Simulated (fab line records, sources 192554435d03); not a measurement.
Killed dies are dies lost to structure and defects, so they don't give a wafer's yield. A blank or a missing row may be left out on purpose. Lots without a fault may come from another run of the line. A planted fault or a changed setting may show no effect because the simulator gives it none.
One fault seen from 3 desks | flow n5_finfet | each desk has only its own numbers; what lay behind them comes last

THE TOOL OWNER'S DESK: rie_diel-05
The tool's own readings at N5_BEOL_M7_ETCH_62 (etches SOC in N2/H2, target depth 110 nm, overetch 22 nm, time 165 s): means of the sampled wafers that have a number, for each lot that ran on this tool. A lot is out of limits, marked OUT, if its mean lies more than 4 standard deviations from the usual mean; the brackets give that distance.
Columns: A = drypump_motor_current_A at N5_BEOL_M7_ETCH_62, usual 5.9 A; B = h2_flow_sccm at N5_BEOL_M7_ETCH_62, usual 199.9 sccm; C = oes_product_au at N5_BEOL_M7_ETCH_62, usual 0.65 a.u.; D = rf_fwd_power_W at N5_BEOL_M7_ETCH_62, usual 837.1 W; E = rf_vpp_V at N5_BEOL_M7_ETCH_62, usual 524 V; F = showerhead_plenum_p_Torr at N5_BEOL_M7_ETCH_62, usual 2.56 Torr; G = throttle_valve_pct at N5_BEOL_M7_ETCH_62, usual 18.00 %
lot  | first seen here | A   | B     | C    | D                | E             | F    | G
L172 | day 11 19:11    | 6.2 | 199.3 | 0.62 | 838.9            | 526           | 2.63 | 18.18
L176 | day 13 09:56    | 6.3 | 199.6 | 0.63 | 1039.6 (+75) OUT | 485 (-12) OUT | 2.43 | 18.15
L178 | day 13 11:31    | 6.5 | 199.7 | 0.62 | 1037.3 (+74) OUT | 487 (-11) OUT | 2.52 | 18.26
This desk's finding: out of limits on L176, L178; first on L176, day 13 09:56 (rf_fwd_power_W at N5_BEOL_M7_ETCH_62). In limits: L172.

THE METROLOGY DESK
What the gauges read, lot by lot, whatever tool the lot ran on: means of the sampled wafers that have a number. A lot is out of limits, marked OUT, if its mean lies more than 4 standard deviations from the usual mean; the brackets give that distance.
Columns: A = cd_nm at N5_BEOL_M7_CD_MEAS_11, usual 38.4 nm; B = M7_OVL at N5_BEOL_M7_OVL_MEAS_12, usual 0.5 nm
lot  | first seen here | A    | B
L161 | day 9 06:11     | 38.8 | 0.2
L172 | day 11 19:01    | 38.0 | 0.7
L176 | day 13 09:46    | 37.8 | -0.2
L178 | day 13 11:20    | 38.0 | 1.5
L183 | day 14 22:08    | 38.3 | 0.3
L181 | day 14 22:21    | 38.2 | 0.0
This desk's finding: nothing out of limits on any of the 6 lots.

THE DEFECT DESK
What the inspections along the route counted, lot by lot: means of the sampled wafers that have a number. A lot is out of limits, marked OUT, if its mean lies more than 4 standard deviations from the usual mean; the brackets give that distance.
Columns: A = raw_defect_count at N5_BEOL_M7_INSPECT_13, usual 408
lot  | first seen here | A
L161 | day 9 06:14     | 395
L172 | day 11 19:04    | 382
L176 | day 13 09:49    | 330
L178 | day 13 11:23    | 334
L183 | day 14 22:11    | 411
L181 | day 14 22:25    | 409
This desk's finding: nothing out of limits on any of the 6 lots.

PUT TOGETHER
The tool owner's desk could have raised an alarm at day 13 09:56, on L176, L178.
The metrology desk saw nothing out of limits.
The defect desk saw nothing out of limits.
The metrology desk has L176, L178 on record, within its limits.
The defect desk has L176, L178 on record, within its limits.
Of the lots named, all ran N5_BEOL_M7_ETCH_62 on rie_diel-05.

WHAT THE SIMULATOR HAD PUT IN
Process parameter drift: rie_diel-05, from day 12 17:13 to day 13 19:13, at N5_BEOL_M7_ETCH_62. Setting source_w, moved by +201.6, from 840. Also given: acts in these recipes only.
Lots struck among those shown: L176, L178.
Hours from the fault's start to each desk's first reading out of limits: the tool owner's desk, 17.
